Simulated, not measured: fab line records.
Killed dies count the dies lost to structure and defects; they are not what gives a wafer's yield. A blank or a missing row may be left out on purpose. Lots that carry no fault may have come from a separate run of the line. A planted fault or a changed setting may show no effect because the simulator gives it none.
Split-lot trial | flow n5-finfet | 21 wafers read from 7 lots, route of 1938 steps

## ON THE SPLIT
At N5_BEOL_M13_COAT_58 (time 60 s, resist thk 89 nm), the setting spin-rpm was moved away from the recipe's 1500 rpm on 4 of the 21 wafers read, by -10.1% to -7.0%. This setting was run at the recipe's value on the other wafers.

The reading comes from the split's own step.

## THE READING
BARC_of_BEOL_M13_COAT_58.thk-nm (the simulator's own value, which no gauge read), in nm, at N5_BEOL_M13_COAT_58 (time 60 s, resist thk 89 nm). The file gives no usual value for it. Here, 17 wafers ran the recipe; their average is 88.9 nm with a standard deviation of 0.1 nm.

wafer  | tool, chamber at the split | spin-rpm as run, rpm | against the recipe | BARC_of_BEOL_M13_COAT_58.thk-nm, nm | against lot-mates on the recipe
L076.2 | litho-track-02, 0          | 1500                 | recipe             | 89                                  | -
L076.3 | litho-track-02, 0          | 1500                 | recipe             | 89                                  | -
L076.5 | litho-track-02, 0          | 1500                 | recipe             | 88.8                                | -
L078.1 | litho-track-01, 0          | 1500                 | recipe             | 88.8                                | -
L078.6 | litho-track-01, 0          | 1500                 | recipe             | 88.8                                | -
L078.2 | litho-track-01, 0          | 1500                 | recipe             | 89                                  | -
L082.2 | litho-track-02, 0          | 1500                 | recipe             | 88.8                                | -
L082.3 | litho-track-02, 0          | 1500                 | recipe             | 88.8                                | -
L082.4 | litho-track-02, 0          | 1500                 | recipe             | 88.8                                | -
L083.1 | litho-track-04, 0          | 1500                 | recipe             | 89                                  | -
L083.5 | litho-track-04, 0          | 1500                 | recipe             | 89                                  | -
L083.2 | litho-track-04, 0          | 1500                 | recipe             | 88.8                                | -
L085.1 | litho-track-02, 0          | 1500                 | recipe             | 88.8                                | -
L085.2 | litho-track-02, 0          | 1348                 | -10.1%             | 93.8                                | +5.0
L085.5 | litho-track-02, 0          | 1348                 | -10.1%             | 93.8                                | +5.0
L090.1 | litho-track-01, 0          | 1395                 | -7.0%              | 92.4                                | +3.4
L090.5 | litho-track-01, 0          | 1395                 | -7.0%              | 92.4                                | +3.4
L090.6 | litho-track-01, 0          | 1500                 | recipe             | 89                                  | -
L093.1 | litho-track-04, 0          | 1500                 | recipe             | 89                                  | -
L093.3 | litho-track-04, 0          | 1500                 | recipe             | 89                                  | -
L093.5 | litho-track-04, 0          | 1500                 | recipe             | 88.8                                | -

FIT RESULTS
A straight line over all 21 wafers: BARC_of_BEOL_M13_COAT_58.thk-nm changes by -0.489 nm for each +1% of spin-rpm; r = -1.00; the points scatter about the line by 0.099 nm.
The same after taking each lot's own level away (the mean of its wafers on the recipe; 21 wafers): -0.491 nm for each +1%; r = -1.00; scatter 0.076 nm.
The reading moves by 5 nm for the largest change in spin-rpm, on that fit.
The span of the lots' own levels, 88.80 to 89.00 nm, comes to 2.0 times the standard deviation stated above.
Consequently the slope shifts little with the lot-to-lot level, the two slopes agreeing.
Check: +4.96 nm against its lot-mates is what the line predicts for one of the wafers moved furthest among these (-10.1%) when that wafer is left out of the fit. Against them it came out at +5 nm.

## ADDITIONAL SPLITS CARRIED BY THESE WAFERS
These wafers also went through other splits before the reading. Each is held against what the fit with the lots' levels taken away leaves over:
other split on the same wafers   | wafers away from the commonest value | r with BARC_of_BEOL_M13_COAT_58.thk-nm (lot level and that fit taken away)
N5_BEOL_M8_ETCH_65 cf4-flow-sccm | 8                                    | +0.00
N5_BEOL_M8_TRENCH_ETCH_37 bias-w | 7                                    | +0.03
N5_BEOL_M9_EXPOSE_25 dose-mj     | 9                                    | -0.05
N5_BEOL_M9_ETCH_66 time-s        | 9                                    | +0.12
N5_BEOL_M12_ILD_DEP_00 time-s    | 4                                    | +0.48

## FILE'S OWN FIT
BARC_of_BEOL_M13_COAT_58.thk-nm changes by -0.491 nm for each +1% of spin-rpm, r = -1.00.
